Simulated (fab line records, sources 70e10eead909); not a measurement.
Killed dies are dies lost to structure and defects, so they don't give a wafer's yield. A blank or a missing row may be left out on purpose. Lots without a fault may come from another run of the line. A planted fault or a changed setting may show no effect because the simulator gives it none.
Chamber matching | flow nand_harc | NHARC_P_BONDPAD_DEP_00 on pecvd-03: 3 sister chambers
The step deposits SiCN, target thk 250 nm. 6 wafers are shown with their chamber, then 10 later ones without.

WAFERS WITH THEIR CHAMBER
wafer  | chamber | heater_power_w (W)
L082.3 | 2       | 689
L082.5 | 2       | 692
L085.1 | 1       | 555
L085.4 | 1       | 563
L090.2 | 0       | 684
L090.5 | 0       | 694

WAFERS WITHOUT THEIR CHAMBER
wafer  | heater_power_w (W)
L090.6 | 695
L093.1 | 574
L093.5 | 631
L093.6 | 592
L094.1 | 592
L094.2 | 498
L094.4 | 599
L097.2 | 553
L097.4 | 649
L097.5 | 560

WHICH CHAMBER EACH WENT THROUGH
wafer  | from the rows above     | in truth
L090.6 | can't be placed: 2 or 0 | 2
L093.1 | 1                       | 1
L093.5 | can't be placed: 0 or 2 | 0
L093.6 | 1                       | 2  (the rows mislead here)
L094.1 | 1                       | 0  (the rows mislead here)
L094.2 | 1                       | 1
L094.4 | 1                       | 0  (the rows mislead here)
L097.2 | 1                       | 1
L097.4 | can't be placed: 0 or 2 | 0
L097.5 | 1                       | 1
Placed correctly: 4 of 10. Can't be placed from these rows: 3 (the true chamber is among the candidates in 3). Placed wrongly: 3.
How it was worked out, from the rows above alone: a wafer's distance from a chamber is the root of the sum, over the readings, of the square of ((its reading less the chamber's mean) divided by the reading's scatter). The wafer belongs to the nearest chamber; if the next one is less than 2 further off, it can't be placed. A chamber's mean is the mean of its shown wafers. The scatter: the root of (the sum of the squares of (reading less its chamber's mean) over the shown wafers, divided by (wafers less chambers)).
